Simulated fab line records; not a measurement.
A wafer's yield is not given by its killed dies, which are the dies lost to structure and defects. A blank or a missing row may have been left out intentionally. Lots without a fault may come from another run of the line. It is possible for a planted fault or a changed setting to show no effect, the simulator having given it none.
fab line records	flow n5_finfet
record: lots: 5	wafers: 15	last_day: 17
route steps=1938 shown FIN_SAQP@118 BEOL_M4@1111 PASSIVATION@1936
lots untouched by any fault: they come from a run of this same line in which no faults occurred
start_h: hours from the record's first day to the start of the lot's first wafer shown	wait_h: how many hours have passed since the lot's step before this one	" as in the row above	L1.1+2: one row covering several wafers at once	- no value present, or no start provided	* or withheld: withheld	< > ~ a bound
route shown NAME@n: a module of which the file shows steps, and the number in the route of the first	usual: the fault-free wafers' mean and standard deviation	same: alike in all rows	chamber/n: place in a boat	sites: the reading at each site	_std_site: standard deviation of those values	_edge_site: inner sites' mean taken away from outer sites' mean	radius_mm: for every site, how far away it sits from the centre of the wafer	mask NAME#n: copy n	behind: tool/chamber where the wafer was last shaped	hold: why the lot was held/for how many hours/how that ended	device: the transistor (n, p or np) that didn't switch	end of line: the same wafers' tests at the end of the route	a step given without rows: its recipe and nothing more	killed: dies that structure and defects cost at the first sort, which is not the same as the wafer's yield	map: per-die view of a wafer (x killed, . not killed, _ where there is no die)
set.NAME: the setting as run; set.NAME@STEP: as run at that earlier step	model.NAME: the simulator's own value behind a step, which no gauge read
lots at some steps of the route; a table a step, a row a wafer
services: when a tool's chamber went out of use (start_h, in hours from the record's first day, below 0 if earlier), for how many hours, and the reason
== steps ==
step: N5_FIN_SAQP_HM_OPEN_73
recipe: chemistry: CHF3/O2	target: SiO2	stop_on: a-Si	target_depth_a: 120	over_etch_frac: 1.8	mask_material: SOC	time_s: 16.8	pressure_mtorr: 30	source_w: 650	bias_w: 170	Ar_flow_sccm: 200	CHF3_flow_sccm: 50	O2_flow_sccm: 5	ion_energy_ev: 200	ends: end_point
step: N5_FIN_SAQP_STRIP_74
recipe: chemistry: CHF3/O2	resist: SiARC	rf_frequency_hz: 6e+07
step: N5_FIN_SAQP_MANDREL_ETCH_22
recipe: target_depth_a: 600	chemistry: HBr/Cl2	target: a-Si	stop_on: SiNx	bt_time_s: 10	over_etch_frac: 0.5	time_s: 30	pressure_mtorr: 10	icp_w: 800	bias_w: 75	HBr_flow_sccm: 150	Cl2_flow_sccm: 80	ends: end_point
step: N5_FIN_SAQP_STRIP_55
recipe: chemistry: N2/H2	power_w: 500	temp_c: 40	pressure_mtorr: 50	rf_frequency_hz: 6e+07	overash_fraction: 0.3	bias_power_w: 28	h2_frac: 0.5	n2_flow_sccm: 300	h2_flow_sccm: 300
step: N5_FIN_SAQP_STRIP_23
recipe: chemistry: SPM	time_s: 750	temp_c: 130	h2so4_h2o2_vol_ratio: 4
step: N5_FIN_SAQP_SRD_66
recipe: dry: ipa_marangoni	time_s: 30	temp_c: 23	rinse_liquid: diw
step: N5_FIN_SAQP_RECESS_75
recipe: chemistry: HF/NH3	target: SiO2	target_depth_a: 144	afs_cycles: 3	temp_c: 30	sublimation_temp_c: 180	sublimation_time_s: 60
step: N5_FIN_SAQP_SPACER1_ALD_24
recipe: material: SiO2	target_thk_a: 203	temp_c: 300	ald_precursor_family: BDEAS	ald_co_reactant: O2-plasma	pulse_time_s: 1	purge_time_s: 2	co_reactant_purge_time_s: 2	ald_cycles: 218	pressure_torr: 2
step: N5_FIN_SAQP_SPACER1_ETCHBACK_25
recipe: chemistry: CHF3/O2	mode: anisotropic_etchback	target: SiO2	target_depth_a: 244	time_s: 12.2	pressure_mtorr: 30	source_w: 650	bias_w: 170	Ar_flow_sccm: 200	CHF3_flow_sccm: 50	O2_flow_sccm: 5	ion_energy_ev: 200
step: N5_FIN_SAQP_MANDREL1_REMOVE_56
recipe: chemistry: HBr/Cl2/O2	bt_time_s: 10	target: a-Si	stop_on: SiNx	endpoint: OES-SiCl	over_etch_frac: 1	icp_w: 600	bias_w: 22	HBr_flow_sccm: 150	Cl2_flow_sccm: 80	O2_flow_sccm: 5	pressure_mtorr: 10
step: N5_FIN_SAQP_ETCH_57
recipe: chemistry: CH3F/O2	target: SiNx	mask_material: SiO2	target_depth_a: 325	time_s: 46.4	pressure_mtorr: 30	source_w: 395	bias_w: 73	Ar_flow_sccm: 150	CH3F_flow_sccm: 30	O2_flow_sccm: 20	ion_energy_ev: 120	ends: cleared
step: N5_FIN_SAQP_ETCH_65
recipe: chemistry: CF4	target: SiO2	target_depth_a: 40	ion_energy_ev: 350	time_s: 4.4	pressure_mtorr: 10	icp_w: 800	bias_w: 400	cf4_flow_sccm: 80
usual: bias_w: 400.0/1.3	cf4_flow_sccm: 80.01/0.25	drypump_motor_current_A: 5.5/0.41	oes_product_au: 0.992/0.026	throttle_valve_pct: 21.79/0.21
lot.wafer	tool	chamber	start_h	wait_h	bias_w	cf4_flow_sccm	drypump_motor_current_A	oes_product_au	rf_hours_counter_h	throttle_valve_pct
L165.1	rie_si-03	3	120.62	0.1	-	-	-	-	-	-
L165.4	"	1	"	"	-	-	-	-	-	-
L165.5	"	0	"	"	-	-	-	-	-	-
L166.1	rie_si-03	1	126.56	0.1	-	-	-	-	-	-
L166.4	"	2	"	"	-	-	-	-	-	-
L166.5	"	1	"	"	-	-	-	-	-	-
L167.1	rie_si-04	0	132.82	0.1	-	-	-	-	-	-
L167.5	"	0	"	"	-	-	-	-	-	-
L167.6	"	3	"	"	-	-	-	-	-	-
L170.2	rie_si-03	0	150.70	0.1	398.1	80.00	5.7	1.002	31	21.83
L170.5	"	2	"	"	400.4	79.91	5.2	1.013	-	21.68
L170.6	"	1	"	"	401.2	80.07	5.2	1.008	-	21.63
L171.2	rie_si-05	3	156.17	0.1	399.6	80.00	6.8	0.997	22	22.12
L171.5	"	1	"	"	401.0	80.27	6.0	1.025	-	21.75
L171.6	"	0	"	"	403.0	80.20	5.8	1.030	-	21.67
step: N5_FIN_SAQP_MANDREL_ETCH_58
recipe: chemistry: HBr/Cl2	target: a-Si	target_depth_a: 450	bt_time_s: 10	stop_on: SiNx	mask_material: SiO2	over_etch_frac: 0.8	time_s: 27	pressure_mtorr: 10	icp_w: 800	bias_w: 75	HBr_flow_sccm: 150	Cl2_flow_sccm: 80	ends: end_point
step: N5_BEOL_M4_RC_MEAS_101
usual: DIBL_N: 36.9/1.6	DIBL_P: 37.1/2	IOFF_N: 0.17/0.032	IOFF_P: 0.22/0.036	ION_N: 674/12	ION_P: 463/7.8	SS_N: 71.7/0.63	SS_P: 73.5/0.62	VT_N: 249/3.3	VT_P: -250/3.5
lot.wafer	tool	chamber	start_h	wait_h	DIBL_N[mV/V]	DIBL_P[mV/V]	IOFF_N[nA/um]	IOFF_P[nA/um]	ION_N[uA/um]	ION_P[uA/um]	SS_N[mV/dec]	SS_P[mV/dec]	VT_N[mV]	VT_P[mV]
L170.2	prober-01	0	300.17	0.2	37.0	40.7	0.20	0.27	685	466	72.5	73.4	248	-246
L170.5	"	0	"	"	36.9	39.2	0.18	0.25	669	465	72.6	72.9	247	-247
L170.6	"	0	"	"	37.6	40.1	0.22	0.25	679	463	72.8	73.2	246	-247
L171.2	prober-01	0	302.28	0.2	35.2	34.0	0.14	0.24	670	467	71.5	73.5	250	-246
L171.5	"	0	"	"	37.1	35.2	0.17	0.25	688	475	71.8	73.7	250	-246
L171.6	"	0	"	"	37.9	35.5	0.19	0.26	680	469	72.2	73.1	246	-245
step: N5_PASSIVATION_PROBE_49
usual: defect_limited_yield: 90.9/1.6	killed_at_M0_to_M3: 34/11	killed_at_M4_up: 14/5.7	killed_at_contacts: 13/6.5	killed_at_front_end: 43/11	killed_at_other: 4/3.1	killed_dies: 107/19	killed_on_rim: 14/3.9	killed_open: 71/14	killed_short: 35/7.9	sort_bin_5_function: 5.3/1.1	sort_bin_6_memory: 3.4/0.74	sort_n_pass: 1073/19	sort_yield_pct: 90.9/1.6
same: gross_dies: 1180	killed_at_back_side: 0	sort_bin_4_leakage[%]: 0	sort_bin_8_speed[%]: 0
lot.wafer	tool	chamber	start_h	wait_h	defect_limited_yield[%]	killed_at_M0_to_M3	killed_at_M4_up	killed_at_contacts	killed_at_front_end	killed_at_other	killed_dies	killed_on_rim	killed_open	killed_short	sort_bin_5_function[%]	sort_bin_6_memory[%]	sort_n_pass	sort_yield_pct[%]
L167.1	prober-02	-	370.52	0.0	0	23	12	9	1135	1	1180	152	37	23	97.5	1.9	0	0
L167.5	prober-02	-	370.72	0.2	0	32	19	5	1124	0	1180	152	56	28	97.7	2.2	0	0
L167.6	prober-02	-	370.77	0.3	0	35	9	14	1121	1	1180	152	66	23	96.2	3.6	0	0
L166.1	prober-01	-	374.77	0.0	0	29	22	21	1106	2	1180	152	76	48	95.6	3.6	0	0
L166.4	prober-01	-	374.92	0.2	0	13	17	8	1135	7	1180	152	54	28	96.9	2.7	0	0
L166.5	prober-01	-	374.97	0.2	0	38	18	18	1102	4	1180	152	77	47	95.6	3.8	0	0
L165.1	prober-02	-	380.24	0.8	0	24	11	8	1137	0	1180	152	73	34	96.3	3.1	0	0
L165.4	prober-02	-	380.39	0.9	0	46	10	9	1114	1	1180	152	84	39	96.0	3.6	0	0
L165.5	prober-02	-	380.44	1.0	0	37	19	12	1109	3	1180	152	80	41	96.1	3.5	0	0
L170.2	prober-01	-	407.10	0.1	90.9	36	10	5	51	5	107	16	64	39	5.5	3.2	1073	90.9
L170.5	prober-01	-	407.25	0.2	92.0	21	18	7	43	5	94	15	52	38	4.0	3.6	1086	92.0
L170.6	prober-01	-	407.30	0.3	92.0	27	5	7	48	7	94	14	58	30	5.1	2.6	1086	92.0
killed by level:class
L167.1 FIN_SAQP:area_etch=1119 BEOL_M0_SAQP:geometric_particle:short=7 MOL_CONTACT_COAG:geometric_particle:open=7 STI_FIN_REVEAL:geometric_particle:open=6 BEOL_M0_SAQP:geometric_particle:open=6 BEOL_M2:geometric_particle:open=3 BEOL_M4:geometric_particle:short=3 BEOL_M4:geometric_particle:open=3
L167.5 FIN_SAQP:area_etch=1094 BEOL_M0_SAQP:geometric_particle:open=11 BEOL_M0_SAQP:geometric_particle:short=9 STI_FIN_REVEAL:geometric_particle:open=8 BEOL_M4:geometric_particle:open=7 STARTING-WAFER:geometric_particle:open=6 BEOL_M11:geometric_particle:open=4 DUMMY_GATE:geometric_particle:open=3
L167.6 FIN_SAQP:area_etch=1091 MOL_CONTACT_COAG:geometric_particle:open=14 STI_FIN_REVEAL:geometric_particle:open=13 BEOL_M0_SAQP:geometric_particle:short=10 BEOL_M0_SAQP:geometric_particle:open=8 BEOL_M3:geometric_particle:open=7 BEOL_M2:geometric_particle:open=5 DUMMY_GATE:geometric_particle:open=4
L166.1 FIN_SAQP:area_etch=1055 FIN_SAQP:geometric_particle:short=20 MOL_CONTACT_COAG:geometric_particle:open=16 FIN_SAQP:geometric_particle:open=11 BEOL_M2:geometric_particle:open=7 BEOL_M3:geometric_particle:open=7 BEOL_M4:geometric_particle:open=7 GATE_CUT:geometric_particle:short=5
L166.4 FIN_SAQP:area_etch=1098 FIN_SAQP:geometric_particle:open=11 DUMMY_GATE:geometric_particle:open=7 MOL_CONTACT_COAG:geometric_particle:open=7 BEOL_M4:geometric_particle:open=7 FIN_SAQP:geometric_particle:short=5 GATE_CUT:geometric_particle:short=4 BEOL_M2:geometric_particle:open=4
L166.5 FIN_SAQP:area_etch=1056 MOL_CONTACT_COAG:geometric_particle:open=13 FIN_SAQP:geometric_particle:short=12 GATE_CUT:geometric_particle:short=9 BEOL_M2:geometric_particle:open=9 BEOL_M0_SAQP:geometric_particle:open=8 BEOL_M0_SAQP:geometric_particle:short=8 BEOL_M4:geometric_particle:open=7
L165.1 FIN_SAQP:area_etch=1073 FIN_SAQP:geometric_particle:short=20 FIN_SAQP:geometric_particle:open=17 STI_FIN_REVEAL:geometric_particle:open=9 BEOL_M2:geometric_particle:open=8 BEOL_M4:geometric_particle:open=7 MOL_CONTACT_COAG:geometric_particle:open=7 BEOL_M0_SAQP:geometric_particle:open=7
L165.4 FIN_SAQP:area_etch=1055 STI_FIN_REVEAL:geometric_particle:open=17 BEOL_M2:geometric_particle:open=15 FIN_SAQP:geometric_particle:open=12 BEOL_M0_SAQP:geometric_particle:short=11 DUMMY_GATE:geometric_particle:open=9 MOL_CONTACT_COAG:geometric_particle:open=9 FIN_SAQP:geometric_particle:short=6
L165.5 FIN_SAQP:area_etch=1059 STI_FIN_REVEAL:geometric_particle:open=17 DUMMY_GATE:geometric_particle:open=10 MOL_CONTACT_COAG:geometric_particle:open=9 BEOL_M4:geometric_particle:open=8 BEOL_M0_SAQP:geometric_particle:open=8 BEOL_M2:geometric_particle:open=8 STARTING-WAFER:geometric_particle:short=8
L170.2 BEOL_M0_SAQP:geometric_particle:open=10 BEOL_M0_SAQP:geometric_particle:short=9 FIN_SAQP:geometric_particle:short=8 BEOL_M3:geometric_particle:open=7 FIN_SAQP:geometric_particle:open=6 STI_FIN_REVEAL:geometric_particle:open=6 ILD0:geometric_particle:open=6 GATE_CUT:geometric_particle:open=6
L170.5 GATE_CUT:geometric_particle:open=10 STI_FIN_REVEAL:geometric_particle:open=8 MOL_CONTACT_COAG:geometric_particle:open=7 GATE_CUT:geometric_particle:short=6 BEOL_M0_SAQP:geometric_particle:short=5 BEOL_M5:geometric_particle:open=5 FIN_SAQP:geometric_particle:short=4 BEOL_M0_SAQP:geometric_particle:open=4
L170.6 STI_FIN_REVEAL:geometric_particle:open=16 BEOL_M0_SAQP:geometric_particle:open=8 FIN_SAQP:geometric_particle:short=6 MOL_CONTACT_COAG:geometric_particle:open=5 BEOL_M0_SAQP:geometric_particle:short=5 GATE_CUT:geometric_particle:short=4 GATE_CUT:geometric_particle:open=4 BEOL_M1:geometric_particle:open=4
map L165.1 (x killed, . not)
_________________xxxxxxxxxxxx________________
______________xxxxxxxxxxxxxxxxxx_____________
___________xxxxxxxxxxxxxxxxxxxxxxxx__________
__________xxxxxxxxxxxxxxxxxxxxxxxxxx_________
________xxxxxxxxxxxxxxxxxxxxxxxxxxxxxx_______
_______xxxxxxxxxxxxxxxxxxxxxxxxxxxxxxxx______
______xxxxxxxxxxxxxxxxxxxxxxxxxxxxxxxxxx_____
_____xxxxxxxxxxxxxxxxxxxxxxxxxxxxxxxxxxxx____
____xxxxxxxxxxxxxxxxxxxxxxxxxxxxxxxxxxxxxx___
___xxxxxxxxxxxxxxxxxxxxxxxxxxxxxxxxxxxxxxxx__
___xxxxxxxxxxxxxxxxxxxxxxxxxxxxxxxxxxxxxxxx__
__xxxxxxxxxxxxxxxxxxxxxxxxxxxxxxxxxxxxxxxxxx_
__xxxxxxxxxxxxxxxxxxxxxxxxxxxxxxxxxxxxxxxxxx_
_xxxxxxxxxxxxxxxxxxxxxxxxxxxxxxxxxxxxxxxxxxxx
_xxxxxxxxxxxxxxxxxxxxxxxxxxxxxxxxxxxxxxxxxxxx
_xxxxxxxxxxxxxxxxxxxxxxxxxxxxxxxxxxxxxxxxxxxx
_xxxxxxxxxxxxxxxxxxxxxxxxxxxxxxxxxxxxxxxxxxxx
_xxxxxxxxxxxxxxxxxxxxxxxxxxxxxxxxxxxxxxxxxxxx
_xxxxxxxxxxxxxxxxxxxxxxxxxxxxxxxxxxxxxxxxxxxx
_xxxxxxxxxxxxxxxxxxxxxxxxxxxxxxxxxxxxxxxxxxxx
_xxxxxxxxxxxxxxxxxxxxxxxxxxxxxxxxxxxxxxxxxxxx
__xxxxxxxxxxxxxxxxxxxxxxxxxxxxxxxxxxxxxxxxxx_
__xxxxxxxxxxxxxxxxxxxxxxxxxxxxxxxxxxxxxxxxxx_
___xxxxxxxxxxxxxxxxxxxxxxxxxxxxxxxxxxxxxxxx__
___xxxxxxxxxxxxxxxxxxxxxxxxxxxxxxxxxxxxxxxx__
____xxxxxxxxxxxxxxxxxxxxxxxxxxxxxxxxxxxxxx___
_____xxxxxxxxxxxxxxxxxxxxxxxxxxxxxxxxxxxx____
______xxxxxxxxxxxxxxxxxxxxxxxxxxxxxxxxxx_____
_______xxxxxxxxxxxxxxxxxxxxxxxxxxxxxxxx______
________xxxxxxxxxxxxxxxxxxxxxxxxxxxxxx_______
__________xxxxxxxxxxxxxxxxxxxxxxxxxx_________
___________xxxxxxxxxxxxxxxxxxxxxxxx__________
______________xxxxxxxxxxxxxxxxxx_____________
_________________xxxxxxxxxxxx________________
map L166.1 (x killed, . not)
_________________xxxxxxxxxxxx________________
______________xxxxxxxxxxxxxxxxxx_____________
___________xxxxxxxxxxxxxxxxxxxxxxxx__________
__________xxxxxxxxxxxxxxxxxxxxxxxxxx_________
________xxxxxxxxxxxxxxxxxxxxxxxxxxxxxx_______
_______xxxxxxxxxxxxxxxxxxxxxxxxxxxxxxxx______
______xxxxxxxxxxxxxxxxxxxxxxxxxxxxxxxxxx_____
_____xxxxxxxxxxxxxxxxxxxxxxxxxxxxxxxxxxxx____
____xxxxxxxxxxxxxxxxxxxxxxxxxxxxxxxxxxxxxx___
___xxxxxxxxxxxxxxxxxxxxxxxxxxxxxxxxxxxxxxxx__
___xxxxxxxxxxxxxxxxxxxxxxxxxxxxxxxxxxxxxxxx__
__xxxxxxxxxxxxxxxxxxxxxxxxxxxxxxxxxxxxxxxxxx_
__xxxxxxxxxxxxxxxxxxxxxxxxxxxxxxxxxxxxxxxxxx_
_xxxxxxxxxxxxxxxxxxxxxxxxxxxxxxxxxxxxxxxxxxxx
_xxxxxxxxxxxxxxxxxxxxxxxxxxxxxxxxxxxxxxxxxxxx
_xxxxxxxxxxxxxxxxxxxxxxxxxxxxxxxxxxxxxxxxxxxx
_xxxxxxxxxxxxxxxxxxxxxxxxxxxxxxxxxxxxxxxxxxxx
_xxxxxxxxxxxxxxxxxxxxxxxxxxxxxxxxxxxxxxxxxxxx
_xxxxxxxxxxxxxxxxxxxxxxxxxxxxxxxxxxxxxxxxxxxx
_xxxxxxxxxxxxxxxxxxxxxxxxxxxxxxxxxxxxxxxxxxxx
_xxxxxxxxxxxxxxxxxxxxxxxxxxxxxxxxxxxxxxxxxxxx
__xxxxxxxxxxxxxxxxxxxxxxxxxxxxxxxxxxxxxxxxxx_
__xxxxxxxxxxxxxxxxxxxxxxxxxxxxxxxxxxxxxxxxxx_
___xxxxxxxxxxxxxxxxxxxxxxxxxxxxxxxxxxxxxxxx__
___xxxxxxxxxxxxxxxxxxxxxxxxxxxxxxxxxxxxxxxx__
____xxxxxxxxxxxxxxxxxxxxxxxxxxxxxxxxxxxxxx___
_____xxxxxxxxxxxxxxxxxxxxxxxxxxxxxxxxxxxx____
______xxxxxxxxxxxxxxxxxxxxxxxxxxxxxxxxxx_____
_______xxxxxxxxxxxxxxxxxxxxxxxxxxxxxxxx______
________xxxxxxxxxxxxxxxxxxxxxxxxxxxxxx_______
__________xxxxxxxxxxxxxxxxxxxxxxxxxx_________
___________xxxxxxxxxxxxxxxxxxxxxxxx__________
______________xxxxxxxxxxxxxxxxxx_____________
_________________xxxxxxxxxxxx________________
== services ==
tool	chamber	start_h	hours	kind
rie_si-03	0	122.99	1.0	repair
rie_si-05	0	124.46	6.2	repair
rie_si-04	-	145.62	2.8	pm
== key ==
first_sign: step: N5_FIN_SAQP_ETCH_65	reading: tool_record	direction: missing
effect: step: N5_PASSIVATION_PROBE_49	reading: killed_at_front_end	direction: up	sigmas: 97	usual: 43	struck: 1120
more_kills_born_at: N5_FIN_SAQP_ETCH_65@rie_si-03: 6396	N5_FIN_SAQP_ETCH_65@rie_si-04: 3304
met_at N5_FIN_SAQP_ETCH_65
struck_wafers L165.1,L165.4,L165.5,L166.1,L166.4,L166.5,L167.1,L167.5,L167.6
later_rows_left_out L165.1,L165.4,L165.5,L166.1,L166.4,L166.5,L167.1,L167.5,L167.6
fault: kind: skipped_step_whole	tool: rie_si-03,rie_si-04	chamber: -	onset_h: 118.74	steps: N5_FIN_SAQP_ETCH_65	scope: struck_lots_only
later_rows_left_out: the simulator's readings of these wafers behind a module that went badly wrong aren't trusted and aren't shown, but for the sort
